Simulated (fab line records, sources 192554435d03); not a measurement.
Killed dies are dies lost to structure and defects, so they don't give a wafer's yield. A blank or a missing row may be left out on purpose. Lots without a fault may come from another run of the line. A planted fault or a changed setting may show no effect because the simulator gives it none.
Chamber matching | flow n5_finfet | N5_BEOL_M11_ETCH_61 on rie_diel-03: 4 sister chambers
The step etches SiARC in CF4, target depth 39 nm, time 65 s. 24 wafers are shown with their chamber, then 12 later ones without.

WAFERS WITH THEIR CHAMBER
wafer  | chamber | showerhead_plenum_p_Torr (Torr) | throttle_valve_pct (%) | drypump_motor_current_A (A)
L074.1 | 2       | 2.11                            | 15.15                  | 6.5
L074.2 | 0       | 2.18                            | 15.73                  | 5.9
L074.3 | 0       | 2.18                            | 15.75                  | 5.8
L077.4 | 2       | 2.11                            | 15.15                  | 6.6
L077.5 | 1       | 2.05                            | 15.94                  | 5.6
L077.6 | 0       | 2.18                            | 15.76                  | 5.8
L078.2 | 1       | 2.04                            | 15.94                  | 5.6
L078.4 | 0       | 2.18                            | 15.77                  | 5.9
L078.5 | 1       | 2.04                            | 15.94                  | 5.6
L084.1 | 2       | 2.11                            | 15.16                  | 6.6
L084.4 | 2       | 2.11                            | 15.19                  | 6.6
L084.6 | 2       | 2.11                            | 15.18                  | 6.6
L085.1 | 0       | 2.18                            | 15.76                  | 5.9
L085.2 | 1       | 2.04                            | 15.98                  | 5.6
L085.3 | 2       | 2.11                            | 15.20                  | 6.5
L086.3 | 0       | 2.17                            | 15.79                  | 5.8
L086.4 | 3       | 2.27                            | 15.11                  | 5.5
L086.6 | 1       | 2.04                            | 15.99                  | 5.6
L087.2 | 0       | 2.17                            | 15.79                  | 5.8
L087.3 | 2       | 2.10                            | 15.21                  | 6.6
L087.4 | 1       | 2.04                            | 15.99                  | 5.6
L088.3 | 3       | 2.27                            | 15.10                  | 5.5
L088.4 | 2       | 2.10                            | 15.20                  | 6.5
L088.5 | 3       | 2.27                            | 15.11                  | 5.5

SIGNATURES (means of the wafers above)
reading                  | chamber 0 | chamber 1 | chamber 2 | chamber 3 | scatter within a chamber
showerhead_plenum_p_Torr | 2.1771    | 2.0417    | 2.1075    | 2.2700    | 0.00434
throttle_valve_pct       | 15.7643   | 15.9633   | 15.1800   | 15.1067   | 0.0226
drypump_motor_current_A  | 5.843     | 5.600     | 6.562     | 5.500     | 0.0424
Rule: a wafer's distance from a chamber is the root of the sum, over the readings, of the square of ((its reading less the chamber's mean) divided by the reading's scatter). The wafer belongs to the nearest chamber; if the next one is less than 2 further off, it can't be placed. The scatter: the root of (the sum of the squares of (reading less its chamber's mean) over the shown wafers, divided by (wafers less chambers)).

WAFERS WITHOUT THEIR CHAMBER
wafer  | showerhead_plenum_p_Torr (Torr) | throttle_valve_pct (%) | drypump_motor_current_A (A)
L094.2 | 2.03                            | 16.02                  | 5.6
L094.3 | 2.10                            | 15.22                  | 6.5
L094.5 | 2.03                            | 16.02                  | 5.6
L093.2 | 2.27                            | 15.13                  | 5.5
L093.4 | 2.10                            | 15.23                  | 6.6
L093.6 | 2.27                            | 15.13                  | 5.5
L092.1 | 2.10                            | 15.22                  | 6.6
L092.3 | 2.27                            | 15.15                  | 5.5
L092.4 | 2.17                            | 15.83                  | 5.9
L097.2 | 2.17                            | 15.84                  | 5.8
L097.5 | 2.10                            | 15.26                  | 6.5
L097.6 | 2.17                            | 15.83                  | 5.8

WHICH CHAMBER EACH WENT THROUGH
wafer  | from the rows above | in truth
L094.2 | 1                   | 1
L094.3 | 2                   | 2
L094.5 | 1                   | 1
L093.2 | 3                   | 3
L093.4 | 2                   | 2
L093.6 | 3                   | 3
L092.1 | 2                   | 2
L092.3 | 3                   | 3
L092.4 | 0                   | 0
L097.2 | 0                   | 0
L097.5 | 2                   | 2
L097.6 | 0                   | 0
Placed correctly: 12 of 12. Can't be placed from these rows: 0. Placed wrongly: 0.
